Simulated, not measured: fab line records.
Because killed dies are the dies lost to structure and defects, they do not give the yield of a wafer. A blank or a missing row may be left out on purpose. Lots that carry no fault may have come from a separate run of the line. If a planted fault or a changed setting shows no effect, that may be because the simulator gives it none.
Code-filled problem report in 8D (eight disciplines) form ; flow nandHarc ; the parts of the form that need people (team, actions taken, sign-off) are left out

== 1. THE ISSUE ==
killedAtArray at NHARC_END_SORT_01 reads a mean of 117 on 6 wafers of 2 lots; wafers without a fault read 26 with a standard deviation of 11. That puts it +8.2 standard deviations away from the usual mean.
Earliest sighting: wafer L448.1 on prober-02 at day 21 22:23. Wafers with a number at this step in the record: 6, from 2 lots. By rule, "out" or "out of limits" means more than 4 standard deviations away from the usual mean. The rest of the wafers with a number are treated as sound.

== 2. WHAT IT IS; WHAT IT IS NOT ==
question;is;is not
which readings at this step;killedAtArray, killedDies;killedAtOther, killedAtPeriphery, killedOpen, killedShort
which lots;L448, L451;-
which wafers of those lots;all that have a number;-
read on which gauges;prober-01, prober-02;-
when;from day 21 22:23;up to then (0 sound wafers)

== 3. WHAT RULES OUT EACH SUSPECT ==
Counting: a tool stays on the suspect list if, at a process step up to the reading, it processed all lots that are out and no sound lot following the first of them.
- ruled out: the gauge at NHARC_END_SORT_01. The wafers that are out were read on 2 gauges (prober-01, prober-02).
- pecvdOnon-02 at NHARC_A_ONON_D1_DEP_16 (target thk 1000 nm): kept. It ran every lot that is out, first L448 (day 10 12:44), and no sound lot after that.
- rtpAnneal-02 at NHARC_A_BONDPAD_ANNEAL_28 (time 90 s): kept. It ran every lot that is out, first L448 (day 20 10:28), and no sound lot after that.
- rieSi-05 at NHARC_THIN_TSV_ETCH_15 (target depth 3000 nm, bosch target overetch cycles 2, bosch etch step 2.8 s): kept. It ran every lot that is out, first L448 (day 21 02:00), and no sound lot after that.
After the count, these remain: pecvdOnon-02 at NHARC_A_ONON_D1_DEP_16, rtpAnneal-02 at NHARC_A_BONDPAD_ANNEAL_28 and rieSi-05 at NHARC_THIN_TSV_ETCH_15.

== 4. THE CAUSE (what the simulator had put in) ==
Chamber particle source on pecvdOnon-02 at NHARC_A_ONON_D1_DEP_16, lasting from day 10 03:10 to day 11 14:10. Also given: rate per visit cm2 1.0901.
Counting left 3 suspects, and this tool is among them.

== 5. THE EFFECT CHAIN, in route order ==
Each row: a reading whose mean over the struck wafers that have a number lies more than 3 standard deviations from the usual. Only readings for which the record gives a usual standard deviation are gone through. hours: the time from each lot's start at the first step in this table that gives one to its start at this step, as a median over the lots. sigmas: the change in usual standard deviations.
hours;step;reading;usual;on struck wafers;change;sigmas
0;NHARC_END_SORT_01;killedAtArray;26;117;+91;+8.2
0;NHARC_END_SORT_01;killedDies;30;118;+88;+8.0

== 6. HOW IT WOULD HAVE BEEN CAUGHT EARLIER ==
Counted from the fault's start at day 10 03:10, it took 283 hours until the first out-of-limits reading at a measuring or inspecting step in this record, taken at day 21 22:23.
No tool reading at NHARC_A_ONON_D1_DEP_16 that has a usual standard deviation in the record was out on any struck wafer, so an alarm limit of 4 standard deviations on those readings would not have fired.
By day 21 22:23 the whole set of lots that are out, 2 in number, had already begun NHARC_A_ONON_D1_DEP_16 on pecvdOnon-02. Holding the tool at that point would not have protected any of them.
